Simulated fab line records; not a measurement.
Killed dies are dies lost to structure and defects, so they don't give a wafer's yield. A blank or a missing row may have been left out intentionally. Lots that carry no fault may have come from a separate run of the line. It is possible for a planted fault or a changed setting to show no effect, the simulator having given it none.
Chamber matching / flow n5Finfet / N5_BEOL_M11_ILD_DEP_00 on pecvd-03 has 3 sister chambers
The step deposits SiCOH lowk from DEMS/porogen, target thk 308.51 nm, time 58 s. 6 wafers are shown with their chamber, then 7 later ones without.

## WAFERS, EACH WITH ITS CHAMBER
wafer=L089.5; chamber=1; throttleValvePct (%)=15.4; showerheadPlenumPTorr (Torr)=5.735
wafer=L090.2; chamber=1; throttleValvePct (%)=15.6; showerheadPlenumPTorr (Torr)=5.732
wafer=L090.5; chamber=0; throttleValvePct (%)=13.8; showerheadPlenumPTorr (Torr)=5.745
wafer=L090.6; chamber=2; throttleValvePct (%)=13.4; showerheadPlenumPTorr (Torr)=5.743
wafer=L091.4; chamber=0; throttleValvePct (%)=13.9; showerheadPlenumPTorr (Torr)=5.744
wafer=L091.5; chamber=2; throttleValvePct (%)=13.5; showerheadPlenumPTorr (Torr)=5.744

## WAFERS WITHOUT THEIR CHAMBER
wafer=L091.6; throttleValvePct (%)=15.5; showerheadPlenumPTorr (Torr)=5.739
wafer=L092.2; throttleValvePct (%)=13.9; showerheadPlenumPTorr (Torr)=5.749
wafer=L092.3; throttleValvePct (%)=13.3; showerheadPlenumPTorr (Torr)=5.753
wafer=L092.5; throttleValvePct (%)=14.2; showerheadPlenumPTorr (Torr)=5.718
wafer=L095.3; throttleValvePct (%)=14.0; showerheadPlenumPTorr (Torr)=5.735
wafer=L095.4; throttleValvePct (%)=15.4; showerheadPlenumPTorr (Torr)=5.723
wafer=L095.5; throttleValvePct (%)=13.1; showerheadPlenumPTorr (Torr)=5.742

## EACH ONE'S CHAMBER
wafer=L091.6; from the rows above=1; in truth=1
wafer=L092.2; from the rows above=0; in truth=0
wafer=L092.3; from the rows above=can't be placed: 2 or 0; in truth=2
wafer=L092.5; from the rows above=1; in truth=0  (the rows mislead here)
wafer=L095.3; from the rows above=can't be placed: 0 or 2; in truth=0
wafer=L095.4; from the rows above=1; in truth=1
wafer=L095.5; from the rows above=2; in truth=2
Correctly placed: 4 of 7. These rows do not allow placing 2 (true chamber among the candidates in 2). 1 placed wrongly.
How it was worked out, from the rows above alone: a wafer's distance from a chamber is the root of the sum, over the readings, of the square of ((its reading less the chamber's mean) divided by the reading's scatter). If the next closest chamber is less than 2 further off than the closest, the wafer can't be placed; otherwise it belongs to the closest. The mean given for a chamber averages the wafers shown for that chamber. The scatter: take each reading less its chamber's mean, square it, sum over the shown wafers, divide by the number of wafers less the number of chambers, and take the root.
